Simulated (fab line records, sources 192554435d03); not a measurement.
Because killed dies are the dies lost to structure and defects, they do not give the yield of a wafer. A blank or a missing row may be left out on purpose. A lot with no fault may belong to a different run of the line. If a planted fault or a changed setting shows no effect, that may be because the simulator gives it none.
Matching of chambers / flow n5_finfet / pecvd-03 running N5_BEOL_M12_DEP_53: 3 sister chambers
The step deposits SiCN from 3MS/NH3, target thk 30 nm, time 10.5 s. 6 wafers are shown with their chamber, then 11 later ones without.

== WAFERS WITH THEIR CHAMBER ==
wafer=L084.2; chamber=1; throttle_valve_pct (%)=18.8; showerhead_plenum_p_Torr (Torr)=4.142
wafer=L089.4; chamber=0; throttle_valve_pct (%)=17.6; showerhead_plenum_p_Torr (Torr)=4.183
wafer=L092.2; chamber=0; throttle_valve_pct (%)=17.7; showerhead_plenum_p_Torr (Torr)=4.201
wafer=L092.4; chamber=2; throttle_valve_pct (%)=16.4; showerhead_plenum_p_Torr (Torr)=4.149
wafer=L092.6; chamber=2; throttle_valve_pct (%)=16.3; showerhead_plenum_p_Torr (Torr)=4.158
wafer=L093.1; chamber=1; throttle_valve_pct (%)=18.8; showerhead_plenum_p_Torr (Torr)=4.152

== WAFERS WHOSE CHAMBER IS MISSING ==
wafer=L093.4; throttle_valve_pct (%)=18.9; showerhead_plenum_p_Torr (Torr)=4.134
wafer=L093.6; throttle_valve_pct (%)=15.9; showerhead_plenum_p_Torr (Torr)=4.151
wafer=L097.1; throttle_valve_pct (%)=15.9; showerhead_plenum_p_Torr (Torr)=4.157
wafer=L097.2; throttle_valve_pct (%)=18.6; showerhead_plenum_p_Torr (Torr)=4.133
wafer=L097.3; throttle_valve_pct (%)=17.9; showerhead_plenum_p_Torr (Torr)=4.203
wafer=L095.3; throttle_valve_pct (%)=17.8; showerhead_plenum_p_Torr (Torr)=4.188
wafer=L095.5; throttle_valve_pct (%)=18.1; showerhead_plenum_p_Torr (Torr)=4.178
wafer=L095.6; throttle_valve_pct (%)=16.3; showerhead_plenum_p_Torr (Torr)=4.155
wafer=L096.1; throttle_valve_pct (%)=18.0; showerhead_plenum_p_Torr (Torr)=4.182
wafer=L096.4; throttle_valve_pct (%)=16.0; showerhead_plenum_p_Torr (Torr)=4.159
wafer=L096.6; throttle_valve_pct (%)=19.0; showerhead_plenum_p_Torr (Torr)=4.144

== THE CHAMBER EACH PASSED THROUGH ==
wafer=L093.4; from the rows above=1; in truth=1
wafer=L093.6; from the rows above=2; in truth=2
wafer=L097.1; from the rows above=2; in truth=2
wafer=L097.2; from the rows above=1; in truth=1
wafer=L097.3; from the rows above=0; in truth=0
wafer=L095.3; from the rows above=0; in truth=0
wafer=L095.5; from the rows above=0; in truth=0
wafer=L095.6; from the rows above=2; in truth=2
wafer=L096.1; from the rows above=0; in truth=0
wafer=L096.4; from the rows above=2; in truth=2
wafer=L096.6; from the rows above=1; in truth=1
Correct placement for 11 of the 11. Can't be placed from these rows: 0. Placed wrongly: 0.
How it was worked out, from the rows above alone: a wafer's distance from a chamber is the root of the sum, over the readings, of the square of ((its reading less the chamber's mean) divided by the reading's scatter). The wafer belongs to the nearest chamber; if the next one is less than 2 further off, it can't be placed. For every chamber, the mean is computed from those of its wafers that are shown. The scatter: the root of (the sum of the squares of (reading less its chamber's mean) over the shown wafers, divided by (wafers less chambers)).
